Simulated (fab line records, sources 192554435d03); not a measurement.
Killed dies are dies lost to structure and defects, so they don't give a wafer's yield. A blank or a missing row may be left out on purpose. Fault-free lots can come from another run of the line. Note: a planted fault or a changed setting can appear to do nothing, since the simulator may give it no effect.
fab line records	flow n5_finfet
record: lots: 24	wafers: 72	last_day: 17
route steps=1938 shown BEOL_M5@1149
lots that met no fault: taken from a fault-free run of the same line
start_h: start of the lot's first displayed wafer, in hours after the record's first day	wait_h: hours from the lot's prior step to this one	" as in the row above	L1.1+2: a single row standing in for several wafers	- value missing, or start not given	* or withheld: withheld	< > ~ a bound
route shown NAME@n: names a module that has steps shown in the file, with the first one's number in the route	usual: mean/standard deviation taken from wafers without a fault	same: alike in all rows	chamber/n: place in a boat	sites: per-site readings	_std_site: standard deviation across them	_edge_site: the outer-site mean with the inner-site mean subtracted	radius_mm: how far each site lies from the wafer's centre	mask NAME#n: copy n	behind: the tool/chamber that last shaped the wafer	hold: why the lot was held/for how many hours/how that ended	device: whichever transistor did not switch (one of n, p or np)	end of line: the route-end tests of the same wafers	a step with no rows: only its recipe	killed: not the wafer's yield, but the dies lost to structure and defects at the first sort	map: shows each die of a wafer: x if killed, . if not, _ if none is there
set.NAME: the run value of the setting; set.NAME@STEP: its run value at that earlier step	model.NAME: the simulator's own value behind a step, which no gauge read
steps of the route over a sample of lots; a table a step, a row a wafer
services: from which hour (start_h, from the record's first day; less than 0 if before it) a tool's chamber was out of use, for how many hours, and why
== steps ==
step: N5_BEOL_M5_OVL_MEAS_29
recipe: points_per_wafer: 522
usual: V4_OVL: -0.2/0.69
lot.wafer	tool	chamber	start_h	wait_h	V4_OVL[nm]
L074.4	overlay-01	0	162.75	0.0	-0.3
L074.5	"	0	"	"	-0.6
L074.6	"	0	"	"	-0.8
L075.2	overlay-01	0	178.29	0.0	0.2
L075.3	"	0	"	"	-0.4
L075.4	"	0	"	"	0.8
L076.1	overlay-02	0	180.83	0.0	-0.7
L076.3	"	0	"	"	-0.1
L076.4	"	0	"	"	-1.0
L077.2	overlay-01	0	181.08	0.0	-0.6
L077.4	"	0	"	"	-0.9
L077.5	"	0	"	"	-0.3
L078.1	overlay-01	0	198.22	0.0	-0.4
L078.2	"	0	"	"	-0.4
L078.4	"	0	"	"	-0.7
L079.2	overlay-01	0	198.40	0.0	-1.0
L079.3	"	0	"	"	-1.0
L079.5	"	0	"	"	-0.2
L080.1	overlay-02	0	205.67	0.0	-0.3
L080.5	"	0	"	"	-0.1
L080.6	"	0	"	"	-1.1
L081.2	overlay-02	0	206.22	0.0	0.4
L081.3	"	0	"	"	0.5
L081.5	"	0	"	"	-0.6
L082.1	overlay-02	0	224.62	0.0	-0.2
L082.4	"	0	"	"	-0.3
L082.6	"	0	"	"	-0.4
L084.1	overlay-02	0	226.63	0.0	-0.7
L084.2	"	0	"	"	0.0
L084.4	"	0	"	"	-1.3
L083.1	overlay-02	0	226.76	0.0	-0.8
L083.2	"	0	"	"	-0.8
L083.5	"	0	"	"	-1.3
L085.2	overlay-02	0	231.80	0.0	-1.0
L085.5	"	0	"	"	-0.7
L085.6	"	0	"	"	-0.8
L086.1	overlay-02	0	250.03	0.0	-0.4
L086.3	"	0	"	"	0.9
L086.4	"	0	"	"	0.1
L088.3	overlay-02	0	254.12	0.0	-1.2
L088.5	"	0	"	"	-0.8
L088.6	"	0	"	"	-0.6
L087.3	overlay-01	0	254.17	0.0	-0.5
L087.4	"	0	"	"	-0.4
L087.6	"	0	"	"	-0.3
L089.4	overlay-02	0	259.54	0.0	-1.2
L089.5	"	0	"	"	0.7
L089.6	"	0	"	"	-0.6
L090.3	overlay-01	0	272.19	0.0	-0.1
L090.5	"	0	"	"	0.2
L090.6	"	0	"	"	-0.9
L091.1	overlay-02	0	275.22	0.0	0.5
L091.4	"	0	"	"	0.5
L091.5	"	0	"	"	0.3
L092.1	overlay-02	0	279.09	0.0	0.0
L092.3	"	0	"	"	0.4
L092.6	"	0	"	"	0.3
L093.2	overlay-02	0	284.61	0.0	1.4
L093.4	"	0	"	"	-0.2
L093.6	"	0	"	"	1.3
L094.1	overlay-01	0	285.29	0.0	0.2
L094.2	"	0	"	"	0.8
L094.6	"	0	"	"	0.1
L095.1	overlay-01	0	303.69	0.0	1.5
L095.5	"	0	"	"	1.2
L095.6	"	0	"	"	1.4
L096.1	overlay-02	0	310.10	0.0	-1.3
L096.2	"	0	"	"	-0.4
L096.6	"	0	"	"	-1.5
L097.1	overlay-02	0	325.53	0.0	-0.5
L097.3	"	0	"	"	-0.9
L097.5	"	0	"	"	-0.7
step: N5_BEOL_M5_ETCH_41
recipe: chemistry: CH3F/O2	target: SiCN	target_depth_a: 315	taper_deg: 2	time_s: 56.7	ion_energy_ev: 120	mask_material: TiN	pressure_mtorr: 30	source_w: 395	bias_w: 75	Ar_flow_sccm: 150	CH3F_flow_sccm: 30	O2_flow_sccm: 20
usual: CH3F_flow_sccm: 30.01/0.092	chamber_pressure_mTorr: 30.002/0.025	drypump_motor_current_A: 5.6/0.55	oes_product_au: 0.80/0.1	rf_vpp_V: 297.2/1.7	showerhead_plenum_p_Torr: 1.99/0.073	throttle_valve_pct: 16.22/0.22
same: time_s: 56.7
lot.wafer	tool	chamber	start_h	wait_h	CH3F_flow_sccm	chamber_pressure_mTorr	drypump_motor_current_A	oes_product_au	rf_hours_counter_h	rf_vpp_V	showerhead_plenum_p_Torr	throttle_valve_pct
L074.4	rie_diel-05	3	-	-	30.10	30.005	5.0	0.69	244	298.6	1.96	16.11
L074.5	"	2	"	"	29.96	29.983	5.7	0.68	-	298.8	2.06	16.08
L074.6	"	3	"	"	30.15	30.017	5.0	0.69	-	296.9	1.96	16.10
L075.2	rie_diel-05	3	-	-	30.06	30.034	5.0	0.68	250	296.6	1.96	16.12
L075.3	"	0	"	"	29.93	29.989	5.6	0.89	43	296.4	2.03	15.77
L075.4	"	1	"	"	29.86	29.998	5.8	0.68	237	295.6	1.89	16.36
L076.1	rie_diel-04	3	-	-	30.07	29.986	6.0	0.77	127	296.6	1.92	16.27
L076.3	"	2	"	"	29.86	30.012	6.3	0.70	219	297.8	1.97	16.54
L076.4	"	1	"	"	30.14	30.032	5.0	0.71	169	295.3	1.91	16.33
L077.2	rie_diel-05	1	-	-	30.06	29.983	5.8	0.68	239	297.1	1.89	16.35
L077.4	"	0	"	"	30.07	29.974	5.5	0.90	-	298.0	2.03	15.79
L077.5	"	2	"	"	30.09	29.941	5.7	0.67	-	299.2	2.05	16.11
L078.1	rie_diel-03	1	-	-	30.01	29.993	4.9	0.85	52	298.4	2.10	16.41
L078.2	"	2	"	"	29.92	30.033	6.6	0.75	162	299.4	2.07	16.26
L078.4	"	2	"	"	30.00	30.022	6.6	0.75	-	299.4	2.07	16.24
L079.2	rie_diel-03	1	-	-	30.13	29.996	4.9	0.86	52	299.8	2.10	16.43
L079.3	"	3	"	"	29.87	29.988	5.4	0.98	5	296.8	1.97	16.17
L079.5	"	2	"	"	29.84	30.055	6.6	0.76	-	299.3	2.07	16.25
L080.1	rie_diel-04	2	-	-	30.09	30.010	6.3	0.69	226	297.3	1.96	16.55
L080.5	"	1	"	"	29.93	30.037	5.0	0.71	-	296.0	1.91	16.32
L080.6	"	2	"	"	29.99	30.022	6.3	0.70	-	296.8	1.96	16.54
L081.2	rie_diel-03	3	-	-	30.08	30.004	5.4	0.96	8	296.4	1.97	16.19
L081.3	"	2	"	"	30.04	30.002	6.6	0.75	165	298.1	2.07	16.26
L081.5	"	2	"	"	30.02	29.999	6.6	0.75	-	298.2	2.07	16.23
L082.1	rie_diel-04	2	-	-	29.97	30.046	6.3	0.69	231	297.3	1.96	16.56
L082.4	"	0	"	"	30.00	30.039	5.1	0.70	222	295.0	1.89	16.24
L082.6	"	0	"	"	29.94	30.017	5.1	0.69	-	296.2	1.89	16.26
L084.1	rie_diel-05	0	-	-	29.97	30.023	5.5	0.86	61	296.4	2.03	15.83
L084.2	"	2	"	"	30.04	30.020	5.7	0.65	255	299.2	2.05	16.14
L084.4	"	3	"	"	29.90	30.038	5.0	0.97	-	297.8	1.96	15.64
L083.1	rie_diel-04	0	-	-	30.05	30.021	5.1	0.70	223	294.6	1.89	16.26
L083.2	"	3	"	"	29.94	29.976	6.1	0.76	141	294.4	1.91	16.30
L083.5	"	2	"	"	30.08	29.990	6.3	0.70	-	296.2	1.96	16.58
L085.2	rie_diel-03	2	-	-	29.78	30.044	6.6	0.75	174	297.9	2.06	16.27
L085.5	"	1	"	"	30.04	30.003	4.9	0.84	-	299.8	2.10	16.45
L085.6	"	0	"	"	30.16	30.037	5.7	0.96	-	297.2	1.96	16.07
L086.1	rie_diel-04	1	-	-	29.89	29.994	5.0	0.70	186	295.9	1.91	16.36
L086.3	"	0	"	"	29.87	29.981	5.1	0.70	229	295.5	1.89	16.27
L086.4	"	3	"	"	30.12	30.009	6.1	0.75	147	296.1	1.91	16.31
L088.3	rie_diel-03	0	-	-	30.13	30.025	5.7	0.94	12	295.3	1.96	16.09
L088.5	"	0	"	"	30.14	30.042	5.6	0.94	-	296.0	1.96	16.10
L088.6	"	2	"	"	30.07	30.032	6.6	0.75	-	297.4	2.06	16.27
L087.3	rie_diel-03	2	-	-	30.05	29.976	6.6	0.74	179	297.3	2.06	16.26
L087.4	"	3	"	"	29.91	30.005	5.5	0.91	-	297.0	1.96	16.24
L087.6	"	0	"	"	30.06	30.020	5.7	0.94	-	297.6	1.96	16.11
L089.4	rie_diel-04	1	-	-	29.96	29.998	5.0	0.69	190	296.6	1.91	16.38
L089.5	"	1	"	"	30.09	29.981	5.0	0.70	-	293.7	1.91	16.36
L089.6	"	2	"	"	30.08	29.981	6.3	0.69	-	297.4	1.96	16.58
L090.3	rie_diel-03	1	-	-	30.12	29.949	4.9	0.83	73	298.2	2.10	16.48
L090.5	"	1	"	"	30.05	30.025	4.9	0.82	-	299.3	2.10	16.47
L090.6	"	0	"	"	29.97	29.984	5.7	0.93	-	297.0	1.96	16.11
L091.1	rie_diel-03	2	-	-	29.93	29.968	6.6	0.75	185	299.1	2.06	16.29
L091.4	"	0	"	"	29.98	29.968	5.7	0.92	17	295.7	1.96	16.12
L091.5	"	2	"	"	30.02	29.959	6.6	0.74	-	298.0	2.06	16.28
L092.1	rie_diel-04	3	-	-	30.00	29.995	6.1	0.75	157	295.5	1.91	16.33
L092.3	"	1	"	"	29.91	29.964	5.0	0.68	195	295.3	1.91	16.39
L092.6	"	2	"	"	29.85	29.975	6.3	0.69	-	296.6	1.96	16.61
L093.2	rie_diel-03	0	-	-	29.98	30.060	5.7	0.91	19	296.2	1.96	16.10
L093.4	"	2	"	"	30.07	30.010	6.6	0.74	186	298.2	2.06	16.28
L093.6	"	3	"	"	30.18	30.035	5.4	0.90	-	296.2	1.96	16.22
L094.1	rie_diel-03	0	-	-	29.97	30.010	5.6	0.92	19	295.3	1.96	16.12
L094.2	"	1	"	"	30.13	29.983	4.9	0.83	77	299.7	2.10	16.48
L094.6	"	0	"	"	30.00	29.976	5.6	0.92	-	298.1	1.96	16.12
L095.1	rie_diel-03	3	-	-	30.01	29.979	5.4	0.90	36	296.3	1.96	16.26
L095.5	"	1	"	"	30.14	30.023	4.9	0.81	-	299.5	2.09	16.49
L095.6	"	2	"	"	29.92	30.032	6.6	0.74	-	298.3	2.06	16.30
L096.1	rie_diel-05	3	-	-	29.91	30.005	5.0	0.90	34	295.3	1.95	15.68
L096.2	"	2	"	"	30.08	29.978	5.7	0.95	12	300.3	2.04	15.72
L096.6	"	0	"	"	30.01	30.001	5.5	0.82	-	298.7	2.02	15.88
L097.1	rie_diel-05	3	-	-	30.12	30.023	5.0	0.91	38	296.8	1.95	15.67
L097.3	"	2	"	"	30.10	29.979	5.7	0.95	16	298.7	2.04	15.73
L097.5	"	2	"	"	30.10	29.992	5.7	0.95	-	298.8	2.04	15.73
step: N5_BEOL_M5_ALD_86
recipe: material: TaN	target_thk_a: *	temp_c: 275	ald_precursor_family: PDMAT	ald_co_reactant: NH3	pressure_torr: 3	carrier_flow_sccm: 1500	pulse_time_s: 2	purge_time_s: 3	co_reactant_purge_time_s: 2	co_reactant_pulse_time_s: 3	ald_cycles: 30	precursor_vessel_temp_c: 75	precursor_vessel_pressure_torr: 26.25	precursor_vessel_carrier_sccm: 1000
usual: heater_power_w: 439/43
same: ald_cycles: 30
lot.wafer	tool	chamber	start_h	wait_h	heater_power_w
L074.4	ald_metal-04	3	164.08	0.1	407
L074.5	"	1	"	"	376
L074.6	"	0	"	"	491
L075.2	ald_metal-04	2	179.75	0.0	512
L075.3	"	1	"	"	378
L075.4	"	0	"	"	488
L076.1	ald_metal-03	0	182.84	0.3	393
L076.3	"	3	"	"	490
L076.4	"	2	"	"	474
L077.2	ald_metal-02	1	183.29	0.0	440
L077.4	"	2	"	"	437
L077.5	"	2	"	"	448
L078.1	ald_metal-04	3	199.59	0.1	406
L078.2	"	0	"	"	492
L078.4	"	1	"	"	377
L079.2	ald_metal-02	2	199.79	0.0	456
L079.3	"	3	"	"	426
L079.5	"	2	"	"	452
L080.1	ald_metal-02	0	207.12	0.0	446
L080.5	"	3	"	"	431
L080.6	"	2	"	"	444
L081.2	ald_metal-04	3	209.51	0.1	408
L081.3	"	1	"	"	383
L081.5	"	3	"	"	395
L082.1	ald_metal-02	3	225.80	0.0	430
L082.4	"	1	"	"	442
L082.6	"	2	"	"	437
L083.1	ald_metal-04	3	227.91	0.0	403
L083.2	"	1	"	"	378
L083.5	"	3	"	"	409
L084.1	ald_metal-03	2	228.07	0.0	473
L084.2	"	1	"	"	387
L084.4	"	3	"	"	484
L085.2	ald_metal-03	0	233.10	0.0	391
L085.5	"	1	"	"	386
L085.6	"	2	"	"	472
L086.1	ald_metal-04	2	251.67	0.0	519
L086.3	"	0	"	"	506
L086.4	"	3	"	"	395
L088.3	ald_metal-02	3	255.52	0.1	426
L088.5	"	1	"	"	435
L088.6	"	0	"	"	433
L087.3	ald_metal-03	2	256.14	0.0	468
L087.4	"	1	"	"	385
L087.6	"	1	"	"	385
L089.4	ald_metal-03	3	260.86	0.0	493
L089.5	"	1	"	"	386
L089.6	"	0	"	"	381
L090.3	ald_metal-02	0	273.52	0.1	427
L090.5	"	2	"	"	456
L090.6	"	1	"	"	453
L091.1	ald_metal-03	0	276.40	0.0	388
L091.4	"	1	"	"	387
L091.5	"	1	"	"	382
L092.1	ald_metal-03	3	280.75	0.0	492
L092.3	"	2	"	"	474
L092.6	"	3	"	"	494
L093.2	ald_metal-02	2	285.96	0.0	437
L093.4	"	1	"	"	438
L093.6	"	2	"	"	462
L094.1	ald_metal-02	0	286.47	0.0	441
L094.2	"	3	"	"	424
L094.6	"	2	"	"	452
L095.1	ald_metal-04	0	305.32	0.1	502
L095.5	"	0	"	"	503
L095.6	"	1	"	"	380
L096.1	ald_metal-04	0	311.75	0.3	491
L096.2	"	1	"	"	370
L096.6	"	2	"	"	513
L097.1	ald_metal-02	3	326.81	0.1	429
L097.3	"	0	"	"	437
L097.5	"	0	"	"	438
step: N5_BEOL_M5_ANNEAL_82
recipe: temp_c: 400	time_s: 1800	ambient: vacuum
usual: heater_power_w: 808/75
same: time_s: 1800
lot.wafer	tool	chamber	start_h	wait_h	heater_power_w
L074.4	pvd_sputter-01	-	165.71	0.0	867
L074.5	"	-	"	"	694
L074.6	"	-	"	"	849
L075.2	pvd_sputter-01	-	181.35	0.0	695
L075.3	"	-	"	"	840
L075.4	"	-	"	"	855
L076.1	pvd_sputter-03	-	184.62	0.0	764
L076.3	"	-	"	"	868
L076.4	"	-	"	"	650
L077.2	pvd_sputter-02	-	185.22	0.0	880
L077.4	"	-	"	"	781
L077.5	"	-	"	"	795
L078.1	pvd_sputter-02	-	201.25	0.0	808
L078.2	"	-	"	"	839
L078.4	"	-	"	"	885
L079.2	pvd_sputter-03	-	203.24	0.0	804
L079.3	"	-	"	"	896
L079.5	"	-	"	"	760
L080.1	pvd_sputter-02	-	208.90	0.0	806
L080.5	"	-	"	"	868
L080.6	"	-	"	"	832
L081.2	pvd_sputter-03	-	211.27	0.0	639
L081.3	"	-	"	"	730
L081.5	"	-	"	"	808
L082.1	pvd_sputter-01	-	227.42	0.0	704
L082.4	"	-	"	"	893
L082.6	"	-	"	"	859
L083.1	pvd_sputter-02	-	229.54	0.0	796
L083.2	"	-	"	"	839
L083.5	"	-	"	"	828
L084.1	pvd_sputter-03	-	232.70	0.0	792
L084.2	"	-	"	"	640
L084.4	"	-	"	"	711
L085.2	pvd_sputter-02	-	234.76	0.0	888
L085.5	"	-	"	"	900
L085.6	"	-	"	"	806
L086.1	pvd_sputter-01	-	253.38	0.0	885
L086.3	"	-	"	"	865
L086.4	"	-	"	"	878
L088.3	pvd_sputter-02	-	257.46	0.0	786
L088.5	"	-	"	"	779
L088.6	"	-	"	"	881
L087.3	pvd_sputter-01	-	258.11	0.0	847
L087.4	"	-	"	"	866
L087.6	"	-	"	"	908
L089.4	pvd_sputter-02	-	262.50	0.0	792
L089.5	"	-	"	"	802
L089.6	"	-	"	"	901
L090.3	pvd_sputter-01	-	275.17	0.0	688
L090.5	"	-	"	"	694
L090.6	"	-	"	"	867
L091.1	pvd_sputter-02	-	278.27	0.0	794
L091.4	"	-	"	"	834
L091.5	"	-	"	"	806
L092.1	pvd_sputter-03	-	282.36	0.0	863
L092.3	"	-	"	"	792
L092.6	"	-	"	"	630
L093.2	pvd_sputter-01	-	287.60	0.0	864
L093.4	"	-	"	"	846
L093.6	"	-	"	"	880
L094.1	pvd_sputter-03	-	288.09	0.0	647
L094.2	"	-	"	"	816
L094.6	"	-	"	"	811
L095.1	pvd_sputter-01	-	307.42	0.0	875
L095.5	"	-	"	"	885
L095.6	"	-	"	"	870
L096.1	pvd_sputter-03	-	314.18	0.0	871
L096.2	"	-	"	"	816
L096.6	"	-	"	"	794
L097.1	pvd_sputter-02	-	328.63	0.0	806
L097.3	"	-	"	"	837
L097.5	"	-	"	"	895
step: N5_BEOL_M5_SPUTTER_83
recipe: material: Cu	target_thk_a: 150	temp_c: -20	chamber_pressure_pa: 0.07	power_w: withheld	time_s: 27.62
usual: throttle_valve_pct: 29.5/1.1
same: time_s: 27.62
lot.wafer	tool	chamber	start_h	wait_h	throttle_valve_pct
L074.4	pvd_sputter-01	-	166.71	0.5	27.4
L074.5	"	-	"	"	29.6
L074.6	"	-	"	"	28.2
L075.2	pvd_sputter-01	-	182.36	0.5	29.3
L075.3	"	-	"	"	28.3
L075.4	"	-	"	"	27.3
L076.1	pvd_sputter-03	-	185.62	0.5	31.0
L076.3	"	-	"	"	31.7
L076.4	"	-	"	"	29.7
L077.2	pvd_sputter-02	-	186.23	0.5	29.1
L077.4	"	-	"	"	29.5
L077.5	"	-	"	"	29.5
L078.1	pvd_sputter-02	-	202.26	0.5	29.5
L078.2	"	-	"	"	29.6
L078.4	"	-	"	"	28.8
L079.2	pvd_sputter-03	-	204.24	0.5	29.1
L079.3	"	-	"	"	31.5
L079.5	"	-	"	"	31.3
L080.1	pvd_sputter-02	-	209.90	0.5	30.2
L080.5	"	-	"	"	28.8
L080.6	"	-	"	"	30.1
L081.2	pvd_sputter-03	-	212.28	0.5	29.3
L081.3	"	-	"	"	30.8
L081.5	"	-	"	"	29.1
L082.1	pvd_sputter-01	-	228.42	0.5	29.4
L082.4	"	-	"	"	30.3
L082.6	"	-	"	"	28.0
L083.1	pvd_sputter-02	-	230.55	0.5	29.7
L083.2	"	-	"	"	29.9
L083.5	"	-	"	"	30.1
L084.1	pvd_sputter-03	-	233.70	0.5	29.1
L084.2	"	-	"	"	29.5
L084.4	"	-	"	"	31.0
L085.2	pvd_sputter-02	-	235.76	0.5	28.7
L085.5	"	-	"	"	29.0
L085.6	"	-	"	"	30.1
L086.1	pvd_sputter-01	-	254.39	0.5	30.4
L086.3	"	-	"	"	28.2
L086.4	"	-	"	"	27.8
L088.3	pvd_sputter-02	-	258.47	0.5	29.2
L088.5	"	-	"	"	30.0
L088.6	"	-	"	"	29.0
L087.3	pvd_sputter-01	-	259.11	0.5	28.3
L087.4	"	-	"	"	27.6
L087.6	"	-	"	"	30.5
L089.4	pvd_sputter-02	-	263.51	0.5	29.5
L089.5	"	-	"	"	29.8
L089.6	"	-	"	"	28.6
L090.3	pvd_sputter-01	-	276.18	0.5	29.4
L090.5	"	-	"	"	29.3
L090.6	"	-	"	"	28.0
L092.1	pvd_sputter-03	-	283.37	0.5	31.7
L092.3	"	-	"	"	29.1
L092.6	"	-	"	"	29.4
L093.2	pvd_sputter-01	-	288.61	0.5	27.5
L093.4	"	-	"	"	28.3
L093.6	"	-	"	"	28.1
L094.1	pvd_sputter-03	-	289.10	0.5	29.6
L094.2	"	-	"	"	29.1
L094.6	"	-	"	"	29.2
L091.1	pvd_sputter-02	-	298.92	20.2	30.2
L091.4	"	-	"	"	30.0
L091.5	"	-	"	"	29.7
L095.1	pvd_sputter-01	-	308.42	0.5	30.4
L095.5	"	-	"	"	30.2
L095.6	"	-	"	"	28.0
L096.1	pvd_sputter-03	-	315.18	0.5	31.6
L096.2	"	-	"	"	29.3
L096.6	"	-	"	"	29.1
L097.1	pvd_sputter-02	-	329.63	0.5	29.5
L097.3	"	-	"	"	30.3
L097.5	"	-	"	"	28.8
step: N5_BEOL_M5_PRE_CLEAN_77
recipe: gas: NH3/H2	time_s: 15	temp_c: *	rf_power_w: 300
usual: heater_power_w: 87/18
same: time_s: 15
lot.wafer	tool	chamber	start_h	wait_h	heater_power_w
L074.4	cvd_co-02	2	169.74	0.1	79
L074.5	"	1	"	"	52
L074.6	"	0	"	"	89
L075.2	cvd_co-02	0	185.38	0.0	88
L075.3	"	2	"	"	81
L075.4	"	1	"	"	51
L076.1	cvd_co-01	0	188.63	0.0	85
L076.3	"	2	"	"	92
L076.4	"	1	"	"	113
L077.2	cvd_co-01	1	189.37	0.2	113
L077.4	"	2	"	"	92
L077.5	"	1	"	"	111
L078.1	cvd_co-02	1	205.26	0.0	52
L078.2	"	2	"	"	84
L078.4	"	1	"	"	52
L079.2	cvd_co-02	1	207.38	0.0	52
L079.3	"	2	"	"	81
L079.5	"	0	"	"	90
L080.1	cvd_co-02	0	212.91	0.0	89
L080.5	"	1	"	"	52
L080.6	"	0	"	"	89
L081.2	cvd_co-01	1	215.29	0.0	112
L081.3	"	2	"	"	89
L081.5	"	1	"	"	111
L082.1	cvd_co-01	1	231.43	0.0	114
L082.4	"	2	"	"	91
L082.6	"	0	"	"	85
L083.1	cvd_co-02	0	233.55	0.0	92
L083.2	"	2	"	"	81
L083.5	"	1	"	"	52
L084.1	cvd_co-01	0	236.71	0.0	84
L084.2	"	1	"	"	114
L084.4	"	1	"	"	114
L085.2	cvd_co-01	2	238.89	0.0	91
L085.5	"	0	"	"	84
L085.6	"	2	"	"	91
L086.1	cvd_co-01	2	257.44	0.0	87
L086.3	"	1	"	"	113
L086.4	"	1	"	"	114
L088.3	cvd_co-01	2	261.49	0.0	90
L088.5	"	2	"	"	91
L088.6	"	0	"	"	84
L087.3	cvd_co-01	2	262.12	0.0	92
L087.4	"	0	"	"	84
L087.6	"	2	"	"	92
L089.4	cvd_co-01	0	266.55	0.1	87
L089.5	"	2	"	"	90
L089.6	"	1	"	"	114
L090.3	cvd_co-01	2	279.21	0.0	89
L090.5	"	2	"	"	90
L090.6	"	0	"	"	83
L092.1	cvd_co-02	1	286.37	0.0	53
L092.3	"	2	"	"	86
L092.6	"	1	"	"	52
L094.1	cvd_co-01	0	292.10	0.0	86
L094.2	"	1	"	"	115
L094.6	"	1	"	"	115
L093.2	cvd_co-01	2	294.91	0.0	88
L093.4	"	1	"	"	112
L093.6	"	0	"	"	85
L091.1	cvd_co-02	1	301.93	0.0	53
L091.4	"	1	"	"	52
L091.5	"	2	"	"	83
L095.1	cvd_co-01	1	311.70	0.0	114
L095.5	"	1	"	"	112
L095.6	"	2	"	"	89
L096.1	cvd_co-02	2	318.30	0.1	86
L096.2	"	0	"	"	89
L096.6	"	1	"	"	52
L097.1	cvd_co-02	2	332.75	0.0	84
L097.3	"	0	"	"	91
L097.5	"	0	"	"	91
== services ==
tool	chamber	start_h	hours	kind
ald_metal-04	-	151.26	1.4	repair
ald_metal-04	-	155.08	0.4	repair
ald_metal-04	0	161.23	1.7	repair
rie_diel-03	3	162.99	-	clean
rie_diel-03	3	162.99	-	consumable_replace:focus_ring
rie_diel-03	3	162.99	17.8	scheduled_down
rie_diel-03	3	162.99	17.8	vent_cycle
rie_diel-04	1	183.48	4.8	repair
ald_metal-04	-	186.50	2.2	repair
rie_diel-03	0	193.33	-	clean
rie_diel-03	0	193.33	-	consumable_replace:focus_ring
rie_diel-03	0	193.33	26.6	scheduled_down
rie_diel-03	0	193.33	26.6	vent_cycle
ald_metal-03	2	200.74	20.5	repair
ald_metal-04	0	209.91	37.6	repair
ald_metal-02	-	268.64	1.9	repair
ald_metal-04	-	285.36	1.2	repair
ald_metal-04	2	290.58	8.0	repair
ald_metal-02	1	290.69	7.6	repair
ald_metal-03	-	291.74	1.4	repair
ald_metal-03	-	301.19	2.8	pm
ald_metal-03	-	304.21	1.6	repair
ald_metal-04	3	317.43	-	calibration
pvd_sputter-03	-	328.74	2.3	repair
== key ==
fault none
